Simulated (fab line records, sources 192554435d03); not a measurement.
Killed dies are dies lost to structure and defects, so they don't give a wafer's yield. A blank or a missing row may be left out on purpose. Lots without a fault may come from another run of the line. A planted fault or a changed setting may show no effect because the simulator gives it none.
Chamber matching | flow n5_finfet | N5_BEOL_M6_CMP_52 on cmp-02: 4 sister chambers
The step polishes, stops on SiCOH lowk, t overpolish 6.9 s, target thk 80 nm. 4 wafers are shown with their chamber, then 9 later ones without.

WAFERS WITH THEIR CHAMBER
wafer  | chamber | motor_current_A (A)
L091.2 | 0       | 5.9
L091.4 | 3       | 6.3
L089.3 | 2       | 4.7
L089.6 | 1       | 5.4

WAFERS WITHOUT THEIR CHAMBER
wafer  | motor_current_A (A)
L093.1 | 5.5
L093.5 | 5.8
L093.6 | 5.8
L096.1 | 5.7
L096.3 | 5.9
L096.5 | 5.8
L094.2 | 5.4
L094.3 | 5.7
L094.5 | 6.0

WHICH CHAMBER EACH WENT THROUGH
wafer  | from the rows above     | in truth
L093.1 | 1                       | 1
L093.5 | 0                       | 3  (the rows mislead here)
L093.6 | 0                       | 0
L096.1 | can't be placed: 0 or 1 | 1
L096.3 | 0                       | 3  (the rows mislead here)
L096.5 | 0                       | 0
L094.2 | 1                       | 1
L094.3 | can't be placed: 0 or 1 | 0
L094.5 | can't be placed: 0 or 3 | 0
Placed correctly: 4 of 9. Can't be placed from these rows: 3 (the true chamber is among the candidates in 3). Placed wrongly: 2.
How it was worked out, from the rows above alone: a wafer's distance from a chamber is the root of the sum, over the readings, of the square of ((its reading less the chamber's mean) divided by the reading's scatter). The wafer belongs to the nearest chamber; if the next one is less than 2 further off, it can't be placed. A chamber's mean is the mean of its shown wafers. The scatter: with one shown wafer a chamber, the root of the mean of the squares of how far each hidden wafer lies from its nearest shown one.
